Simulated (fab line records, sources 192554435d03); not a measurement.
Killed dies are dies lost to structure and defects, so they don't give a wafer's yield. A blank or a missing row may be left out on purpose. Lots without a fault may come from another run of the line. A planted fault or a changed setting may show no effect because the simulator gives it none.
Chamber matching | flow n5_finfet | N5_MOL_CONTACT_COAG_ETCH_105 on rie_diel-05: 4 sister chambers
The step etches SiARC in CF4, target depth 15.6 nm, time 26 s. 4 wafers are shown with their chamber, then 7 later ones without.

WAFERS WITH THEIR CHAMBER
wafer  | chamber | showerhead_plenum_p_Torr (Torr)
L082.5 | 1       | 2.12
L090.3 | 2       | 2.18
L091.3 | 3       | 2.20
L091.5 | 0       | 2.10

WAFERS WITHOUT THEIR CHAMBER
wafer  | showerhead_plenum_p_Torr (Torr)
L091.6 | 2.11
L094.1 | 2.20
L094.5 | 2.11
L094.6 | 2.10
L096.1 | 2.20
L096.2 | 2.18
L096.5 | 2.10

WHICH CHAMBER EACH WENT THROUGH
wafer  | from the rows above     | in truth
L091.6 | can't be placed: 0 or 1 | 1
L094.1 | 3                       | 3
L094.5 | can't be placed: 0 or 1 | 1
L094.6 | 0                       | 0
L096.1 | 3                       | 3
L096.2 | 2                       | 2
L096.5 | 0                       | 0
Placed correctly: 5 of 7. Can't be placed from these rows: 2 (the true chamber is among the candidates in 2). Placed wrongly: 0.
How it was worked out, from the rows above alone: a wafer's distance from a chamber is the root of the sum, over the readings, of the square of ((its reading less the chamber's mean) divided by the reading's scatter). The wafer belongs to the nearest chamber; if the next one is less than 2 further off, it can't be placed. A chamber's mean is the mean of its shown wafers. The scatter: with one shown wafer a chamber, the root of the mean of the squares of how far each hidden wafer lies from its nearest shown one.
